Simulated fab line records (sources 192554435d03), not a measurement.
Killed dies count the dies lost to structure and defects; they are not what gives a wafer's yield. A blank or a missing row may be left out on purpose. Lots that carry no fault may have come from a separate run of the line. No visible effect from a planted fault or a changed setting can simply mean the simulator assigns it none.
Matching of chambers | flow n5-finfet | N5_MOL_CONTACT_COAG_CMP_28 on cmp-03 has 4 sister chambers
The step polishes, stops on SiNx, t overpolish 0.85 s, target thk 14.522 nm. 20 wafers are shown with their chamber, then 10 later ones without.

## WAFERS PAIRED WITH THEIR CHAMBERS
wafer  | chamber | motor-current-A (A) | time-to-endpoint-s (s) | edge-zone-pressure-frac
L076.1 | 2       | 13.0                | 6.3                    | 1.005
L076.4 | 1       | 12.9                | 2.9                    | 1.008
L076.6 | 3       | 11.9                | 3.0                    | 1.000
L078.1 | 3       | 11.7                | 4.4                    | 1.001
L078.3 | 2       | 13.0                | 4.7                    | 0.999
L078.5 | 3       | 12.4                | 4.2                    | 0.999
L080.1 | 3       | 11.9                | 6.5                    | 1.006
L080.3 | 2       | 13.0                | 8.1                    | 0.998
L080.4 | 1       | 13.6                | 6.2                    | 0.994
L083.1 | 2       | 12.7                | 7.1                    | 0.997
L083.5 | 2       | 13.0                | 8.1                    | 0.998
L083.6 | 3       | 11.1                | 4.1                    | 0.994
L085.1 | 3       | 11.2                | 5.2                    | 1.005
L085.4 | 2       | 12.6                | 7.8                    | 1.005
L085.5 | 2       | 13.3                | 3.9                    | 0.997
L089.1 | 0       | 11.4                | 4.5                    | 0.997
L089.2 | 3       | 11.9                | 6.5                    | 1.003
L089.4 | 2       | 12.7                | 6.1                    | 0.995
L092.2 | 0       | 11.8                | 6.3                    | 1.002
L092.4 | 2       | 12.4                | 7.7                    | 1.002

SIGNATURES, as means of the wafers listed above
reading                 | chamber 0 | chamber 1 | chamber 2 | chamber 3 | scatter within a chamber
motor-current-A         | 11.600    | 13.250    | 12.856    | 11.729    | 0.366
time-to-endpoint-s      | 5.400     | 4.550     | 6.644     | 4.843     | 1.5
edge-zone-pressure-frac | 0.99950   | 1.00100   | 0.99956   | 1.00114   | 0.00443
Rule: a wafer's distance from a chamber is the root of the sum, over the readings, of the square of ((its reading less the chamber's mean) divided by the reading's scatter). If the next closest chamber is less than 2 further off than the closest, the wafer can't be placed; otherwise it belongs to the closest. The scatter is the square root of a quotient: the sum, over the shown wafers, of each reading's squared deviation from its chamber's mean, divided by wafers minus chambers.

## WAFERS WITHOUT THEIR CHAMBER
wafer  | motor-current-A (A) | time-to-endpoint-s (s) | edge-zone-pressure-frac
L092.6 | 12.7                | 7.6                    | 0.998
L093.2 | 11.1                | 6.8                    | 1.004
L093.5 | 13.5                | 7.8                    | 1.004
L093.6 | 12.8                | 4.1                    | 1.002
L096.2 | 11.8                | 6.8                    | 0.990
L096.3 | 12.6                | 6.8                    | 0.995
L096.4 | 13.4                | 9.2                    | 0.995
L097.1 | 12.4                | 3.9                    | 1.004
L097.2 | 13.2                | 6.7                    | 1.002
L097.6 | 11.1                | 5.5                    | 0.997

## THE CHAMBER EACH PASSED THROUGH
wafer  | from the rows above               | in truth
L092.6 | can't be placed: 2 or 1           | 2
L093.2 | can't be placed: 0 or 3           | 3
L093.5 | can't be placed: 2 or 1           | 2
L093.6 | can't be placed: 1 or 2 or 3      | 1
L096.2 | can't be placed: 0 or 3 or 2      | 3
L096.3 | can't be placed: 2 or 1 or 3 or 0 | 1
L096.4 | can't be placed: 2 or 1           | 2
L097.1 | can't be placed: 3 or 2 or 1 or 0 | 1
L097.2 | can't be placed: 2 or 1           | 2
L097.6 | can't be placed: 0 or 3           | 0
Correctly placed: 0 of 10. From these rows, 10 cannot be placed; in 10 the true chamber is one of the candidates. 0 placed wrongly.
